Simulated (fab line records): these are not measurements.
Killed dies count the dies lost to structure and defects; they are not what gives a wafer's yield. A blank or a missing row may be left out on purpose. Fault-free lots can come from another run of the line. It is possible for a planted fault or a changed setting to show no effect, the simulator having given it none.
Matching of chambers    flow n5-finfet    N5_BEOL_M15_DESCUM_15 on rie-diel-03 has 4 sister chambers
The step chemistry O2, time 7.9 s. 18 wafers are shown with their chamber, then 9 later ones without.

WAFERS PAIRED WITH THEIR CHAMBERS
wafer   chamber  drypump-motor-current-A (A)  showerhead-plenum-p-Torr (Torr)  throttle-valve-pct (%)
L076.2  3        5.4                          2.16                             20.61
L076.5  2        5.0                          2.01                             20.44
L076.6  3        5.4                          2.16                             20.58
L075.3  0        5.9                          2.09                             20.67
L075.5  3        5.4                          2.16                             20.59
L075.6  0        5.9                          2.09                             20.68
L081.2  3        5.4                          2.16                             20.17
L081.4  2        5.1                          2.00                             20.48
L081.6  1        6.1                          2.03                             20.30
L086.1  2        5.0                          2.00                             20.48
L086.2  1        6.1                          2.02                             20.31
L086.4  0        5.9                          2.09                             20.70
L090.1  0        5.9                          2.08                             20.72
L090.4  2        5.0                          2.00                             20.50
L090.6  1        6.1                          2.02                             20.34
L091.1  0        5.9                          2.08                             20.71
L091.3  3        5.4                          2.16                             20.17
L091.4  2        5.0                          2.00                             20.50

SIGNATURES (averages over the wafers above)
reading                   chamber 0  chamber 1  chamber 2  chamber 3  scatter within a chamber
drypump-motor-current-A   5.900      6.100      5.020      5.400      0.0239
showerhead-plenum-p-Torr  2.0860     2.0233     2.0020     2.1600     0.00436
throttle-valve-pct        20.6960    20.3167    20.4800    20.4240    0.126
Rule: a wafer's distance from a chamber is the root of the sum, over the readings, of the square of ((its reading less the chamber's mean) divided by the reading's scatter). If the next closest chamber is less than 2 further off than the closest, the wafer can't be placed; otherwise it belongs to the closest. How the scatter is found: for the shown wafers, subtract from each reading the mean of its chamber, square and add these, divide the total by (wafers less chambers), then take the root.

WAFERS WITH NO CHAMBER GIVEN
wafer   drypump-motor-current-A (A)  showerhead-plenum-p-Torr (Torr)  throttle-valve-pct (%)
L092.2  5.4                          2.16                             20.19
L092.4  5.1                          2.00                             20.49
L092.6  5.4                          2.15                             20.19
L093.1  5.4                          2.15                             20.20
L093.5  5.1                          2.00                             20.50
L093.6  5.4                          2.16                             20.20
L097.2  5.1                          1.99                             20.51
L097.3  5.9                          2.08                             20.74
L097.6  5.4                          2.15                             20.22

WHICH CHAMBER EACH WENT THROUGH
wafer   from the rows above  in truth
L092.2  3                    3
L092.4  2                    2
L092.6  3                    3
L093.1  3                    3
L093.5  2                    2
L093.6  3                    3
L097.2  2                    2
L097.3  0                    0
L097.6  3                    3
9 of 9 placed correctly. Not placeable from these rows: 0. Wrongly placed: 0.
